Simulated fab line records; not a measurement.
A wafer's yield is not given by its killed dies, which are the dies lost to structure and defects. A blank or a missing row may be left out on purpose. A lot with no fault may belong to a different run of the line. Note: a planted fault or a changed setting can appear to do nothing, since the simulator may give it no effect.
fab line records + flow n5-finfet
record
- lots=4
- wafers=12
- last-day=17
route steps=1938 shown MOL_CONTACT_COAG@558 BEOL_M4@1111 PASSIVATION@1936
lots that met no fault: from a run of the same line without faults
start-h: hours from the record's first day to the start of the lot's first wafer shown + wait-h: hours elapsed since this lot's preceding step + " repeats the value in the row above + L1.1+2: one row covering several wafers at once + - value missing, or start not given + * or withheld: withheld + < > ~ a bound
route shown NAME@n: NAME is a module with steps in the file, n the number in the route of the first one + usual: mean and standard deviation over wafers with no fault + same: alike in all rows + chamber/n: place in a boat + sites: readings site by site + _std_site: the values' standard deviation + _edge_site: outer sites' mean less inner sites' + radius-mm: how far each site lies from the wafer's centre + mask NAME#n: copy n + behind: the most recent tool/chamber to have shaped the wafer + hold: why the lot went on hold/how many hours it stayed there/how the hold came to an end + device: the n, p or np transistor that did not switch + end of line: tests of these same wafers at the route's end + a step given without rows: its recipe and nothing more + killed: the dies lost at the first sort to structure and to defects; this is not the yield of the wafer + map: shows each die of a wafer: x if killed, . if not, _ if none is there
set.NAME: the setting as run; set.NAME@STEP: as run at that earlier step + model.NAME: the simulator's own value behind a step, which no gauge read
certain route steps with their lots: each step a table, each wafer a row
services: the hour from which a tool's chamber was out of use, counted from the record's first day as start-h (under 0 if before that day), plus the number of hours and why
## steps
# step N5_MOL_CONTACT_COAG_WET_ETCH_116
# recipe
- chemistry=SC1-inhibited
- target-depth-nm=4.6
- dry=ipa-marangoni
- rinse-time-s=30
- rinse-temp-c=23
# step N5_MOL_CONTACT_COAG_ALD_27
# recipe
- material=SiOC
- target-thk-a=170
- temp-c=400
- ald-precursor-family=carbosiloxane
- ald-co-reactant=H2-plasma
- pulse-time-s=1.5
- time-s=2720
- purge-time-s=2
- co-reactant-purge-time-s=2
- ald-cycles=340
- pressure-torr=2
# step N5_MOL_CONTACT_COAG_CMP_28
# recipe
- stop-on=SiNx
- t-overpolish-s=0.85
- post-cmp-clean=alkaline-brush
- down-force-psi=4.15
- platen-rpm=51.8
- pad-velocity-m-s=1.0307
- target-thk-nm=14.522
# step N5_MOL_CONTACT_COAG_ALD_123
# recipe
- material=SiNx
- target-thk-a=50
- temp-c=400
- ald-precursor-family=SiH2I2
- ald-co-reactant=N2/H2-plasma
- pulse-time-s=1
- purge-time-s=2
- co-reactant-purge-time-s=2
- ald-cycles=100
- pressure-torr=2
# step N5_MOL_CONTACT_COAG_PECVD_31
# recipe
- material=SiO2
- target-thk-a=460
- temp-c=400
- precursor=TEOS/O2
- pressure-torr=6.5
- rf-w=withheld
- teos-flow-sccm=withheld
- gas=O2
- flow-sccm=2650
- time-s=8.9
# step N5_MOL_CONTACT_COAG_COAT_75
# recipe
- resist=SOC
- temp-c=250
- time-s=60
- spin-rpm=1500
- resist-thk-nm=60
# step N5_MOL_CONTACT_COAG_COAT_76
# recipe
- resist=SiARC
- temp-c=220
- time-s=60
- spin-rpm=1500
- resist-thk-nm=10
# step N5_MOL_CONTACT_COAG_COAT_77
# recipe
- resist=underlayer
- temp-c=205
- time-s=60
- spin-rpm=1500
- resist-thk-nm=10
# step N5_MOL_CONTACT_COAG_COAT_78
# recipe
- resist=CAR-EUV
- spin-rpm=1500
- resist-thk-nm=40
# step N5_MOL_CONTACT_COAG_EBR_80
# recipe
- solvent=PGMEA
- ebr-width-mm=1.5
# step N5_MOL_CONTACT_COAG_SOFTBAKE_79
# recipe
- temp-c=110
- time-s=60
- resist=CAR-EUV
# step N5_MOL_CONTACT_COAG_EXPOSE_81
# recipe
- mask-id=VG
- na=0.33
- source-shape=annular
- sigma-inner=0.3
- sigma-outer=0.7
- polarization=unpolarized
- defocus-nm=0
- dose-mj=59.5
# usual
- reticle-temp-C=23.02/0.1
| lot.wafer | tool           | chamber | start-h | wait-h | mask | reticle-temp-C | model.MOL_CONTACT_COAG.overlay-x-nm |
|-----------|----------------|---------|---------|--------|------|----------------|-------------------------------------|
| L510.1    | euv-scanner-01 | 0       | 113.71  | -      | VG#0 | 22.96          | -0.2                                |
| L510.2    | "              | 0       | "       | "      | VG#0 | 23.01          | -0.2                                |
| L510.3    | "              | 0       | "       | "      | VG#0 | 22.91          | -0.2                                |
| L521.2    | euv-scanner-01 | 0       | 177.51  | -      | VG#0 | 22.91          | 4.2                                 |
| L521.3    | "              | 0       | "       | "      | VG#0 | 23.03          | 4.2                                 |
| L521.4    | "              | 0       | "       | "      | VG#0 | 22.94          | 4.2                                 |
| L522.1    | euv-scanner-01 | 0       | 180.31  | -      | VG#0 | 23.04          | 4                                   |
| L522.2    | "              | 0       | "       | "      | VG#0 | 23.12          | 4                                   |
| L522.3    | "              | 0       | "       | "      | VG#0 | 22.91          | 4                                   |
| L530.1    | euv-scanner-02 | 0       | 234.11  | -      | VG#0 | 23.10          | 0.2                                 |
| L530.3    | "              | 0       | "       | "      | VG#0 | 23.08          | 0.2                                 |
| L530.6    | "              | 0       | "       | "      | VG#0 | 23.16          | 0.2                                 |
# step N5_MOL_CONTACT_COAG_PEB_82
# recipe
- peb-temp-c=100
- peb-time-s=60
- resist=CAR-EUV
# step N5_MOL_CONTACT_COAG_DEVELOP_83
# recipe
- develop-time-s=30
- developer=TMAH
- resist=CAR-EUV
- rinse-liquid=surfactant-rinse
- dry=air-spin
- dev-temp-c=23
# step N5_MOL_CONTACT_COAG_OVL_MEAS_85
# recipe
- points-per-wafer=522
# usual
- VG_OVL=-0.1/0.73
| lot.wafer | tool       | chamber | start-h | wait-h | VG_OVL[nm] |
|-----------|------------|---------|---------|--------|------------|
| L510.1    | overlay-01 | 0       | 113.88  | 0.0    | 0.2        |
| L510.2    | "          | 0       | "       | "      | -0.4       |
| L510.3    | "          | 0       | "       | "      | 0.2        |
| L521.2    | overlay-02 | 0       | 177.68  | 0.0    | 4.3        |
| L521.3    | "          | 0       | "       | "      | 4.0        |
| L521.4    | "          | 0       | "       | "      | 3.2        |
| L522.1    | overlay-01 | 0       | 180.48  | 0.0    | 4.4        |
| L522.2    | "          | 0       | "       | "      | 4.4        |
| L522.3    | "          | 0       | "       | "      | 3.8        |
| L530.1    | overlay-02 | 0       | 234.28  | 0.0    | 0.2        |
| L530.3    | "          | 0       | "       | "      | 0.6        |
| L530.6    | "          | 0       | "       | "      | 0.2        |
# step N5_MOL_CONTACT_COAG_DESCUM_88
# recipe
- chemistry=O2
- time-s=7
- source-power-w=50
- bias-power-w=20
- pressure-mtorr=20
- rf-frequency-hz=2.712e+07
- temp-c=40
- resist=CAR-EUV
- o2-flow-sccm=225
# step N5_MOL_CONTACT_COAG_ETCH_89
# recipe
- chemistry=N2/H2
- target=underlayer
- target-depth-a=130
- mask-material=CAR-EUV
- time-s=10.4
- ion-energy-ev=200
- pressure-mtorr=30
- source-w=840
- bias-w=150
- n2-flow-sccm=200
- h2-flow-sccm=200
- ends=cleared
# step N5_MOL_CONTACT_COAG_ETCH_90
# recipe
- chemistry=CF4
- target=SiARC
- target-depth-a=130
- mask-material=CAR-EUV
- time-s=21.7
- ion-energy-ev=80
- pressure-mtorr=40
- source-w=545
- bias-w=36
- Ar_flow_sccm=100
- cf4-flow-sccm=100
- ends=cleared
# step N5_MOL_CONTACT_COAG_ALD_131
# recipe
- material=SiO2
- target-thk-a=50
- temp-c=100
- ald-precursor-family=BDEAS
- ald-co-reactant=O2-plasma
- pulse-time-s=1
- co-reactant-pulse-time-s=1
- purge-time-s=2
- co-reactant-purge-time-s=2
- ald-cycles=35
- pressure-torr=2
# step N5_MOL_CONTACT_COAG_ETCHBACK_132
# recipe
- chemistry=CHF3
- target=SiO2
- target-depth-a=100
- time-s=6.7
- ion-energy-ev=200
- pressure-mtorr=30
- source-w=610
- bias-w=170
- Ar_flow_sccm=200
- CHF3_flow_sccm=50
# step N5_MOL_CONTACT_COAG_ETCH_91
# recipe
- chemistry=N2/H2
- target=SOC
- target-depth-a=600
- overetch-a=210
- mask-material=SiARC
- temp-c=40
- time-s=101.2
- ion-energy-ev=200
- pressure-mtorr=30
- source-w=840
- bias-w=150
- n2-flow-sccm=200
- h2-flow-sccm=200
# step N5_MOL_CONTACT_COAG_STRIP_92
# recipe
- chemistry=N2/H2
- temp-c=40
- n2-flow-sccm=200
- h2-flow-sccm=200
- rf-frequency-hz=6e+07
# step N5_MOL_CONTACT_COAG_STRIP_93
# recipe
- chemistry=N2/H2
- temp-c=40
- n2-flow-sccm=200
- h2-flow-sccm=200
- rf-frequency-hz=6e+07
# step N5_MOL_CONTACT_COAG_ETCHBACK_135
# recipe
- chemistry=CHF3
- target=SiO2
- target-depth-a=250
- time-s=16.7
- ion-energy-ev=200
- pressure-mtorr=30
- source-w=610
- bias-w=170
- Ar_flow_sccm=200
- CHF3_flow_sccm=50
# step N5_MOL_CONTACT_COAG_STRIP_118
# recipe
- chemistry=CHF3
- resist=SiARC
- rf-frequency-hz=6e+07
# step N5_MOL_CONTACT_COAG_VIA_ETCH_46
# recipe
- chemistry=C4F6/O2
- target-depth-a=460
- overetch-a=92
- mask-material=SOC
- target=SiO2
- bias-w=455
- pressure-mtorr=10
- time-s=40
- source-w=325
- Ar_flow_sccm=300
- C4F6_flow_sccm=10
- O2_flow_sccm=10
- ion-energy-ev=575.3
- ends=end-point
# step N5_MOL_CONTACT_COAG_STRIP_96
# recipe
- chemistry=N2/H2
- power-w=500
- temp-c=40
- pressure-mtorr=50
- rf-frequency-hz=6e+07
- overash-fraction=0.3
- bias-power-w=28
- h2-frac=0.5
- n2-flow-sccm=300
- h2-flow-sccm=300
# step N5_MOL_CONTACT_COAG_ETCH_47
# recipe
- chemistry=CH3F/O2
- target=SiNx
- target-depth-a=270
- mask-material=SiO2
- stop-on=W
- over-etch-frac=0.2
- ion-energy-ev=120
- endpoint=OES-CN
- pressure-mtorr=30
- source-w=395
- bias-w=73
- Ar_flow_sccm=150
- CH3F_flow_sccm=30
- O2_flow_sccm=20
- ends=end-point
# step N5_MOL_CONTACT_COAG_STRIP_119
# recipe
- chemistry=N2/H2
- time-s=30
- power-w=1000
- temp-c=250
- pressure-mtorr=withheld
- n2-flow-sccm=1750
- h2-flow-sccm=3250
# step N5_MOL_CONTACT_COAG_PRECLEAN_144
# recipe
- chemistry=alkaline-clean
- temp-c=60
- time-s=60
- do-ppb=50
# step N5_MOL_CONTACT_COAG_SRD_145
# recipe
- dry=ipa-marangoni
- time-s=30
- temp-c=23
- rinse-liquid=diw
# step N5_MOL_CONTACT_COAG_COAT_62
# recipe
- resist=SOC
- temp-c=250
- time-s=60
- spin-rpm=1500
- resist-thk-nm=60
# step N5_MOL_CONTACT_COAG_COAT_63
# recipe
- resist=SiARC
- temp-c=220
- time-s=60
- spin-rpm=1500
- resist-thk-nm=10
# step N5_MOL_CONTACT_COAG_COAT_64
# recipe
- resist=underlayer
- temp-c=205
- time-s=60
- spin-rpm=1500
- resist-thk-nm=10
# step N5_MOL_CONTACT_COAG_COAT_34
# recipe
- resist=CAR-EUV
- spin-rpm=1500
- resist-thk-nm=40
# step N5_MOL_CONTACT_COAG_EBR_36
# recipe
- solvent=PGMEA
- ebr-width-mm=1.5
# step N5_MOL_CONTACT_COAG_SOFTBAKE_35
# recipe
- temp-c=110
- time-s=60
- resist=CAR-EUV
# step N5_MOL_CONTACT_COAG_EXPOSE_37
# recipe
- mask-id=VD
- na=0.33
- source-shape=annular
- sigma-inner=0.3
- sigma-outer=0.7
- polarization=unpolarized
- defocus-nm=0
- dose-mj=62
# step N5_BEOL_M4_RC_MEAS_101
# usual
- DIBL_N=37.3/2.3
- DIBL_P=37.4/2.9
- IOFF_N=0.18/0.045
- IOFF_P=0.25/0.054
- ION_N=679/15
- ION_P=468/9.7
- SS_N=71.8/0.62
- SS_P=73.6/0.76
- VT_N=248/4.1
- VT_P=-248/3.6
| lot.wafer | tool      | chamber | start-h | wait-h | DIBL_N[mV/V] | DIBL_P[mV/V] | IOFF_N[nA/um] | IOFF_P[nA/um] | ION_N[uA/um] | ION_P[uA/um] | SS_N[mV/dec] | SS_P[mV/dec] | VT_N[mV] | VT_P[mV] |
|-----------|-----------|---------|---------|--------|--------------|--------------|---------------|---------------|--------------|--------------|--------------|--------------|----------|----------|
| L510.1    | prober-02 | 0       | 189.47  | 0.0    | 35.9         | 35.3         | 0.17          | 0.23          | 682          | 465          | 71.6         | 73.5         | 248      | -248     |
| L510.2    | "         | 0       | "       | "      | 37.1         | 38.7         | 0.20          | 0.29          | 701          | 480          | 72.1         | 74.0         | 245      | -244     |
| L510.3    | "         | 0       | "       | "      | 35.6         | 35.6         | 0.16          | 0.22          | 678          | 465          | 71.3         | 73.4         | 250      | -248     |
| L522.1    | prober-01 | 0       | 241.89  | 0.0    | 39.3         | 41.0         | 0.21          | 0.29          | 693          | 479          | 72.9         | 74.2         | 247      | -246     |
| L522.2    | "         | 0       | "       | "      | 39.4         | 41.4         | 0.20          | 0.29          | 695          | 476          | 72.3         | 74.6         | 247      | -247     |
| L522.3    | "         | 0       | "       | "      | 36.3         | 36.9         | 0.14          | 0.21          | 662          | 460          | 72.1         | 73.8         | 253      | -251     |
| L521.2    | prober-02 | 0       | 260.65  | 0.2    | 36.0         | 35.6         | 0.14          | 0.22          | 664          | 464          | 71.8         | 73.6         | 254      | -249     |
| L521.3    | "         | 0       | "       | "      | 34.1         | 32.9         | 0.12          | 0.17          | 647          | 453          | 71.5         | 73.9         | 254      | -251     |
| L521.4    | "         | 0       | "       | "      | 39.3         | 39.4         | 0.22          | 0.28          | 679          | 471          | 72.1         | 75.0         | 247      | -247     |
| L530.1    | prober-01 | 0       | 300.52  | 0.0    | 35.7         | 35.9         | 0.15          | 0.20          | 665          | 462          | 71.9         | 72.8         | 253      | -251     |
| L530.3    | "         | 0       | "       | "      | 38.5         | 39.3         | 0.19          | 0.26          | 687          | 470          | 72.2         | 74.0         | 247      | -245     |
| L530.6    | "         | 0       | "       | "      | 37.6         | 38.3         | 0.18          | 0.24          | 690          | 468          | 72.0         | 74.0         | 247      | -249     |
# step N5_PASSIVATION_PROBE_49
# usual
- defect-limited-yield=91.3/1.5
- killed_at_M0_to_M3=35/8.7
- killed_at_M4_up=14/5.5
- killed-at-contacts=11/5.6
- killed-at-front-end=39/13
- killed-at-other=3.7/2.2
- killed-dies=103/18
- killed-open=69/14
- killed-short=33/7.8
- sort_bin_5_function=5.1/0.99
- sort_bin_6_memory=3.3/0.67
- sort_bin_8_speed=0.02/0.17
- sort-n-pass=1077/18
- sort-yield-pct=91.2/1.5
# same
- gross-dies=1180
- killed-at-back-side=0
- sort_bin_4_leakage[%]=0
| lot.wafer | tool      | chamber | start-h | wait-h | defect-limited-yield[%] | killed_at_M0_to_M3 | killed_at_M4_up | killed-at-contacts | killed-at-front-end | killed-at-other | killed-dies | killed-open | killed-short | sort_bin_5_function[%] | sort_bin_6_memory[%] | sort_bin_8_speed[%] | sort-n-pass | sort-yield-pct[%] |
|-----------|-----------|---------|---------|--------|-------------------------|--------------------|-----------------|--------------------|---------------------|-----------------|-------------|-------------|--------------|------------------------|----------------------|---------------------|-------------|-------------------|
| L522.1    | prober-02 | -       | 350.78  | 0.0    | 85.5                    | 46                 | 7               | 62                 | 52                  | 4               | 171         | 80          | 36           | 7.2                    | 4.0                  | 0                   | 1009        | 85.5              |
| L522.2    | prober-02 | -       | 350.83  | 0.1    | 84.2                    | 50                 | 17              | 76                 | 43                  | 1               | 187         | 86          | 35           | 9.5                    | 3.7                  | 0                   | 993         | 84.2              |
| L522.3    | prober-02 | -       | 350.88  | 0.1    | 85.9                    | 47                 | 10              | 40                 | 68                  | 1               | 166         | 91          | 40           | 8.3                    | 4.3                  | 0                   | 1014        | 85.9              |
| L521.2    | prober-02 | -       | 359.63  | 0.1    | 85.3                    | 30                 | 19              | 82                 | 37                  | 5               | 173         | 65          | 44           | 9.0                    | 2.9                  | 0                   | 1007        | 85.3              |
| L521.3    | prober-02 | -       | 359.68  | 0.1    | 85.2                    | 36                 | 12              | 85                 | 41                  | 1               | 175         | 65          | 41           | 7.7                    | 4.0                  | 0                   | 1005        | 85.2              |
| L521.4    | prober-02 | -       | 359.73  | 0.2    | 87.6                    | 48                 | 28              | 36                 | 30                  | 4               | 146         | 84          | 40           | 7.1                    | 4.3                  | 0                   | 1034        | 87.6              |
| L530.1    | prober-02 | -       | 415.37  | 0.0    | 93.1                    | 26                 | 19              | 5                  | 28                  | 4               | 82          | 60          | 21           | 4.3                    | 2.5                  | 0                   | 1098        | 93.1              |
| L530.3    | prober-02 | -       | 415.47  | 0.1    | 91.1                    | 35                 | 19              | 16                 | 30                  | 5               | 105         | 72          | 33           | 5.3                    | 3.1                  | 0                   | 1075        | 91.1              |
| L530.6    | prober-02 | -       | 415.62  | 0.3    | 90.9                    | 25                 | 21              | 18                 | 36                  | 7               | 107         | 76          | 29           | 5.1                    | 3.5                  | 0                   | 1073        | 90.9              |
# killed by level:class
L522.1 MOL_CONTACT_COAG:overlay=55 BEOL_M2:geometric-particle:open=18 BEOL_M3:geometric-particle:open=13 STI_FIN_REVEAL:geometric-particle:open=9 FIN_SAQP:geometric-particle:short=7 FIN_SAQP:geometric-particle:open=6 GATE_CUT:geometric-particle:short=6 BEOL_M0_SAQP:geometric-particle:open=5
L522.2 MOL_CONTACT_COAG:overlay=64 BEOL_M0_SAQP:geometric-particle:open=14 BEOL_M3:geometric-particle:open=11 MOL_CONTACT_COAG:geometric-particle:open=10 FIN_SAQP:geometric-particle:open=7 FIN_SAQP:geometric-particle:short=7 STI_FIN_REVEAL:geometric-particle:open=6 BEOL_M0_SAQP:geometric-particle:short=6
L522.3 MOL_CONTACT_COAG:overlay=33 BEOL_M2:geometric-particle:open=13 BEOL_M0_SAQP:geometric-particle:open=13 FIN_SAQP:geometric-particle:open=12 BEOL_M0_SAQP:geometric-particle:short=11 ILD0:geometric-particle:short=9 FIN_SAQP:geometric-particle:short=8 STI_FIN_REVEAL:geometric-particle:open=8
L521.2 MOL_CONTACT_COAG:overlay=64 MOL_CONTACT_COAG:geometric-particle:open=13 BEOL_M0_SAQP:geometric-particle:short=11 BEOL_M4:geometric-particle:open=10 FIN_SAQP:geometric-particle:short=9 FIN_SAQP:geometric-particle:open=7 BEOL_M0_SAQP:geometric-particle:open=7 DUMMY_GATE:geometric-particle:open=5
L521.3 MOL_CONTACT_COAG:overlay=69 FIN_SAQP:geometric-particle:short=12 MOL_CONTACT_COAG:geometric-particle:open=12 FIN_SAQP:geometric-particle:open=11 BEOL_M0_SAQP:geometric-particle:short=11 BEOL_M0_SAQP:geometric-particle:open=9 BEOL_M3:geometric-particle:open=7 BEOL_M4:geometric-particle:open=6
L521.4 MOL_CONTACT_COAG:overlay=22 BEOL_M4:geometric-particle:open=18 MOL_CONTACT_COAG:geometric-particle:open=14 BEOL_M3:geometric-particle:open=9 BEOL_M0_SAQP:geometric-particle:open=8 BEOL_M0_SAQP:geometric-particle:short=8 FIN_SAQP:geometric-particle:short=7 FIN_SAQP:geometric-particle:open=7
L530.1 BEOL_M4:geometric-particle:open=12 STI_FIN_REVEAL:geometric-particle:open=7 BEOL_M0_SAQP:geometric-particle:open=6 BEOL_M0_SAQP:geometric-particle:short=5 BEOL_M1:geometric-particle:open=5 FIN_SAQP:geometric-particle:open=4 DUMMY_GATE:geometric-particle:open=4 MOL_CONTACT_COAG:geometric-particle:open=3
L530.3 MOL_CONTACT_COAG:geometric-particle:open=13 BEOL_M3:geometric-particle:open=8 GATE_CUT:geometric-particle:short=8 BEOL_M0_SAQP:geometric-particle:open=8 BEOL_M4:geometric-particle:open=8 BEOL_M0_SAQP:geometric-particle:short=7 STI_FIN_REVEAL:geometric-particle:open=6 BEOL_M1:geometric-particle:open=5
L530.6 STI_FIN_REVEAL:geometric-particle:open=19 BEOL_M4:geometric-particle:open=11 MOL_CONTACT_COAG:geometric-particle:open=11 DUMMY_GATE:geometric-particle:open=7 MOL_CONTACT_COAG:geometric-particle:short=7 BEOL_M3:geometric-particle:open=7 BEOL_M5:geometric-particle:open=5 BEOL_M0_SAQP:geometric-particle:short=5
# map L521.3 (x killed, . not)
_________________....x.......________________
______________..xx.xx....x....xx_____________
___________..............xx.......x__________
__________.....x.xx.......x...x....._________
________..x.x.x.......xx...x......x..._______
_______x..................x.x.x...x....______
______..xx....x....................x...._____
_____..x..xx..x......................x...____
____........x..x.....x..xxx........x.....x___
___.................x........x...x...x..xx.__
___..x..x...x..........x...................__
__....x.....x....x..........x....x.........._
__.....x.x..................xx.......xx....._
_..x..x....xxx.............x............x....
_.....xx.............xx...........x..x.......
_xx....x.x........x..................x...x.x.
_.....x..x.xx....x.x.....x...x.........x....x
_....x.................x...............x.....
_...........x..x..x................x........x
_...x....................................x...
_......x..xx..x........xx..x....x.....x......
__.x.......x...............x......x...x...xx_
__.........x........xx..................x..._
___x......x.........x...x.x................__
___..x...........x.................x.....x.__
____...x...x....xx..x........x...x........___
_____.........xx..x.................x....____
______....x..x..x......................._____
_______............x.....x...x.....x...______
________..xx..x....x..x.xx.......x...._______
__________............x.....x...x..._________
___________...x...x.x.x..x.....x...__________
______________.........x....x..._____________
_________________.xx.........________________
# map L522.2 (x killed, . not)
_________________............________________
______________.................._____________
___________.......x.xxx.......x....__________
__________x.....xx...xx............._________
________...........x.......x.....x...x_______
_______..........x..x..xx............x.______
______..xx....x........................x_____
_____.........x........x...............xx____
____x.x.xx.......x.....xx.x.......x....x..___
___x...............x.......x...xxx..x......__
___...x..........x..x.xx......x..........x.__
__x........x.....x.......xx...........x....x_
__..x.....x.............xx........x........._
_...x.........x.x.x....x..x.........xx...xx..
_.........xx.........x.x......x.x.x.........x
_.....x...x....x...........x..x.x...x..x.....
_.....................x.....x............x.x.
_..x.........x..x..x...........x..........xx.
_.xx...............x..x....x.....xx..x.......
_............x......x.x...x...........x...x..
_x...........x....x......x.....x.......x.....
__.............x.........x.x...x...x........_
__...x.x..x..........xxx..x........x........_
___..x.x..........x..x..x.........x.x...x.x__
___...xxx............x..x.x........x.....x.__
____.......x.......x.x..x.............x...___
_____.x.....................x.....x......____
______...x..........x.....x............._____
_______x....x.......x.................x______
________....xx.xx..........x.......x.x_______
__________.x.xx..............x.....x_________
___________.......x.x....x.......x.__________
______________........x...x....._____________
_________________...x.xx....x________________
## services
| tool           | chamber | start-h | hours | kind        |
|----------------|---------|---------|-------|-------------|
| euv-scanner-01 | -       | 90.39   | 1.0   | pm          |
| euv-scanner-02 | 0       | 90.92   | -     | calibration |
| euv-scanner-01 | -       | 97.42   | 0.2   | repair      |
| euv-scanner-01 | -       | 118.25  | 17.3  | pm          |
| euv-scanner-02 | -       | 135.55  | 1.0   | pm          |
| euv-scanner-01 | -       | 146.54  | 1.0   | pm          |
| euv-scanner-01 | 0       | 154.66  | -     | calibration |
| euv-scanner-02 | -       | 168.35  | 4.6   | pm          |
| euv-scanner-02 | -       | 189.65  | 1.0   | pm          |
| euv-scanner-01 | -       | 202.69  | 1.0   | pm          |
| euv-scanner-02 | -       | 214.39  | 0.4   | repair      |
| euv-scanner-01 | -       | 215.04  | 4.6   | pm          |
## key
first-sign
- step=N5_MOL_CONTACT_COAG_OVL_MEAS_85
- reading=VG_OVL
- direction=up
- sigmas=5.7
- usual=-0.1
- struck=4.0
effect
- step=N5_PASSIVATION_PROBE_49
- reading=killed-at-contacts
- direction=up
- sigmas=9.3
- usual=11
- struck=64
model-effect
- step=N5_MOL_CONTACT_COAG_EXPOSE_81
- value=MOL_CONTACT_COAG.overlay-x-nm
- without=0.2
- struck=4.1
more-kills-born-at
- N5_MOL_CONTACT_COAG_EXPOSE_81@euv-scanner-01=307
met-at N5_MOL_CONTACT_COAG_EXPOSE_81
struck-wafers L521.2,L521.3,L521.4,L522.1,L522.2,L522.3
onset-between 113.71 177.51
fault
- kind=scanner-matching-overlay
- tool=euv-scanner-01
- chamber=-
- onset-h=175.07
- steps=N5_MOL_CONTACT_COAG_EXPOSE_81
- offset=3.9442
